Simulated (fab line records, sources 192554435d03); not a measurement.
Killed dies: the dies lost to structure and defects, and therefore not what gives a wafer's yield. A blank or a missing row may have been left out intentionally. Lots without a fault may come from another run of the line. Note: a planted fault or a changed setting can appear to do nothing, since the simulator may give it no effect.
Matching of chambers | flow n5 finfet | 4 sister chambers for N5_HKMG_FIN_ALD_79 on ald metal-01
The step deposits TiN, target thk 1.5 nm, pulse time 1 s, purge time 3 s. 4 wafers are shown with their chamber, then 8 later ones without.

## WAFERS, EACH WITH ITS CHAMBER
wafer  | chamber | heater power w (W)
L081.3 | 1       | 899
L087.2 | 2       | 958
L087.5 | 0       | 774
L093.1 | 3       | 751

## WAFERS WITH NO CHAMBER GIVEN
wafer  | heater power w (W)
L093.3 | 780
L093.5 | 751
L096.1 | 736
L096.2 | 958
L096.3 | 737
L095.1 | 956
L095.2 | 746
L095.4 | 891

## WHICH CHAMBER EACH ONE RAN IN
wafer  | from the rows above | in truth
L093.3 | 0                   | 0
L093.5 | 3                   | 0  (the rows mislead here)
L096.1 | 3                   | 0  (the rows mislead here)
L096.2 | 2                   | 2
L096.3 | 3                   | 3
L095.1 | 2                   | 2
L095.2 | 3                   | 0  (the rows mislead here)
L095.4 | 1                   | 1
Correct placement for 5 of the 8. From these rows, 0 cannot be placed. Wrongly placed: 3.
How it was worked out, from the rows above alone: a wafer's distance from a chamber is the root of the sum, over the readings, of the square of ((its reading less the chamber's mean) divided by the reading's scatter). If the next closest chamber is less than 2 further off than the closest, the wafer can't be placed; otherwise it belongs to the closest. A chamber's mean is the mean of its shown wafers. The scatter: with one shown wafer a chamber, the root of the mean of the squares of how far each hidden wafer lies from its nearest shown one.
